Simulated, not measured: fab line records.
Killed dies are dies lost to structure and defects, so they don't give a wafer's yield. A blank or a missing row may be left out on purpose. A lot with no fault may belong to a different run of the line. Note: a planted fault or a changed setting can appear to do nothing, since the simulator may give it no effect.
Matching of chambers	flow nandHarc	NHARC_A_CONTACT_DEP_24 on pecvd-01 has 3 sister chambers
The step deposits SiO2, target thk 500 nm. 6 wafers are shown with their chamber, then 9 later ones without.

== EACH WAFER AND ITS CHAMBER ==
wafer	chamber	heaterPowerW (W)	throttleValvePct (%)
L078.2	2	434	16.1
L081.2	2	444	16.2
L090.6	1	423	16.3
L088.2	1	436	16.4
L088.3	0	667	15.7
L088.6	0	715	15.7

== WAFERS WITH NO CHAMBER GIVEN ==
wafer	heaterPowerW (W)	throttleValvePct (%)
L093.1	473	16.4
L093.2	744	15.7
L093.6	713	15.7
L092.1	419	16.5
L092.3	453	15.9
L092.4	668	15.7
L096.2	748	15.7
L096.4	415	15.9
L096.5	783	15.9

== CHAMBER TAKEN BY EACH ==
wafer	from the rows above	in truth
L093.1	1	1
L093.2	0	0
L093.6	0	0
L092.1	1	1
L092.3	2	2
L092.4	0	0
L096.2	0	0
L096.4	2	2
L096.5	0	0
Correct placement for 9 of the 9. Not placeable from these rows: 0. Placed wrongly: 0.
How it was worked out, from the rows above alone: a wafer's distance from a chamber is the root of the sum, over the readings, of the square of ((its reading less the chamber's mean) divided by the reading's scatter). If the next closest chamber is less than 2 further off than the closest, the wafer can't be placed; otherwise it belongs to the closest. A chamber's mean is the mean of its shown wafers. The scatter: take each reading less its chamber's mean, square it, sum over the shown wafers, divide by the number of wafers less the number of chambers, and take the root.
